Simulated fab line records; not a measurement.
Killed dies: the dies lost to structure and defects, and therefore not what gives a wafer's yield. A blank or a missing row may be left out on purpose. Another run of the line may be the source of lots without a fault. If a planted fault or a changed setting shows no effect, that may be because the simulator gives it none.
Chamber matching -- flow n5_finfet -- 4 sister chambers for N5_BEOL_M8_DESCUM_16 on rie_diel-06
The step chemistry O2, time 7.9 s. 8 wafers are shown with their chamber, then 8 later ones without.

WAFERS PAIRED WITH THEIR CHAMBERS
wafer,chamber,drypump_motor_current_A (A),throttle_valve_pct (%)
L078.6,0,6.1,20.58
L083.3,1,6.6,20.05
L083.6,0,6.0,20.58
L086.2,1,6.6,20.05
L086.6,3,5.5,20.55
L090.4,3,5.5,20.57
L090.6,2,5.9,20.50
L091.3,2,5.9,20.49

WAFERS WITHOUT THEIR CHAMBER
wafer,drypump_motor_current_A (A),throttle_valve_pct (%)
L091.4,5.5,20.55
L091.6,6.6,20.07
L095.2,6.0,20.64
L095.5,5.9,20.52
L095.6,6.6,20.08
L097.2,5.5,20.58
L097.5,6.6,20.08
L097.6,6.0,20.64

WHICH CHAMBER EACH ONE RAN IN
wafer,from the rows above,in truth
L091.4,3,3
L091.6,1,1
L095.2,0,0
L095.5,2,2
L095.6,1,1
L097.2,3,3
L097.5,1,1
L097.6,0,0
Correctly placed: 8 of 8. Left unplaced by these rows: 0. Number placed wrongly: 0.
How it was worked out, from the rows above alone: a wafer's distance from a chamber is the root of the sum, over the readings, of the square of ((its reading less the chamber's mean) divided by the reading's scatter). The wafer belongs to the nearest chamber; if the next one is less than 2 further off, it can't be placed. For every chamber, the mean is computed from those of its wafers that are shown. How the scatter is found: for the shown wafers, subtract from each reading the mean of its chamber, square and add these, divide the total by (wafers less chambers), then take the root.
